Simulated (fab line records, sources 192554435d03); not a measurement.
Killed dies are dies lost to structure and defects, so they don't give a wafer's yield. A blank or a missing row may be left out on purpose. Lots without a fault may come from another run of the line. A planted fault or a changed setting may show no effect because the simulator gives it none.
A struck lot beside a sound one | flow n5_finfet | 16 steps out of a route of 1938
Sound: wafers L632.1, L632.3, L632.4. Struck: wafers L634.2, L634.5, L634.6. The cause comes at the end.
At each step with rows: each side's tool, then ch and its chambers, then its first start. Under that, the readings that differ: sound wafers | struck wafers | difference of the means | sigmas: that difference in standard deviations of wafers without a fault.
alike: readings whose means differ by less than 2 such deviations, and words and numbers that are the same on both sides. not compared: withheld readings, readings that some wafer has no value for, bounds like >300 that may hide the same value, and numbers for which the record gives no deviation and whose values overlap.
The two part at a step that has a row with sigmas, a row that says differs or no value, or rows on one side only. Numbers that don't overlap but have no deviation are shown without sigmas and don't part them. A reading that every wafer of one side lacks parts them only if that side has two wafers or more.

first, 7 steps without rows for these wafers: N5_BEOL_M0_CUTY_COAT_50 (time 60 s, resist thk 15 nm); N5_BEOL_M0_CUTY_COAT_51 (resist thk 150 nm); N5_BEOL_M0_CUTY_EBR_52; N5_BEOL_M0_CUTY_SOFTBAKE_53 (time 60 s); N5_BEOL_M0_CUTY_EXPOSE_54 (exposes mask M0 ABLK); N5_BEOL_M0_CUTY_PEB_55 (peb time 60 s); N5_BEOL_M0_CUTY_DEVELOP_56 (develop time 30 s).
N5_BEOL_M0_CUTY_CD_MEAS_57: target cd 200 nm.
  sound on cd_sem-03 ch 0, day 7 13:52; struck on cd_sem-02 ch 0, day 7 22:10
  alike: cd_nm
N5_BEOL_M0_CUTY_OVL_MEAS_58:
  sound on overlay-01 ch 0, day 7 13:54; struck on overlay-02 ch 0, day 7 22:12
  alike: M0_ABLK_OVL
N5_BEOL_M0_CUTY_INSPECT_59: inspects for defects (macro).
  sound on defect_inspect-02, day 7 13:56; struck on defect_inspect-02, day 7 22:13
  alike: raw_defect_count
N5_BEOL_M0_CUTY_DESCUM_61: chemistry O2, time 7.9 s.
  sound on rie_diel-02 ch 0,1,2, day 7 14:16; struck on rie_diel-02 ch 0,1,3, day 7 22:16
  alike: drypump_motor_current_A, oes_product_au, rf_vpp_V, showerhead_plenum_p_Torr, throttle_valve_pct
  not compared: rf_hours_counter_h
N5_BEOL_M0_CUTY_ETCH_62: etches SiARC in CF4, time 58.5 s.
  sound on rie_diel-02 ch 0,1,2, day 7 14:19; struck on rie_diel-02 ch 0,1,3, day 7 22:18
  alike: bias_w, cf4_flow_sccm, drypump_motor_current_A, etch_rf_on_time_s, oes_product_au, rf_vpp_V, showerhead_plenum_p_Torr, throttle_valve_pct
  not compared: rf_hours_counter_h
N5_BEOL_M0_CUTY_ETCH_63: etches SOC in N2/H2, target depth 82.7 nm, overetch 16.5 nm, time 124 s.
  sound on rie_diel-02 ch 0,1,2, day 7 14:21; struck on rie_diel-02 ch 0,1,3, day 7 22:20
  no value came back on the struck wafers for any of 8 readings (bias_w (W), chamber_pressure_mTorr (mTorr) and others); on the sound wafers bias_w (W) reads 149.7 149.9 149.4
  reading                                                 | sound          | struck          | difference | sigmas
  model.CAR-ArF-block_of_BEOL_M0_CUTY_COAT_51.thk_nm (nm) | 0 0 0          | 119.4 119.6 119 | +119.3     |
  model.SiO2_of_BEOL_M0_SAQP_SPACER2_ALD_26.thk_nm (nm)   | 7 7 7          | 10.6 10.6 10.6  | +3.6       |
  model.SiO2_of_BEOL_M0_SAQP_ALD_48.thk_nm (nm)           | 12.2 12.2 12.6 | 13.8 14 14.2    | +1.7       |
then, 1 step without rows for these wafers: N5_BEOL_M0_CUTY_STRIP_64 (strips in N2/H2).
N5_BEOL_M4_RC_MEAS_101:
  the record has rows for the sound wafers here (prober-02 ch 0, day 10 00:52) and none for the struck ones
-- the record jumps here: 8 days lie between the struck wafers' starts before and after (it left off in module BEOL_M4 and takes up again in module PASSIVATION, whose first step shown is number 1936 of the route) --
N5_PASSIVATION_PROBE_49:
  the record has rows for the struck wafers here (prober-02, day 15 11:12) and none for the sound ones

WHERE THEY PART
First at N5_BEOL_M0_CUTY_ETCH_63; last, within this record, at N5_PASSIVATION_PROBE_49.

WHY: what the simulator had put in
Skipped step whole: rie_diel-02, from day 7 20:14 on, at N5_BEOL_M0_CUTY_ETCH_63. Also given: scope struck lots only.
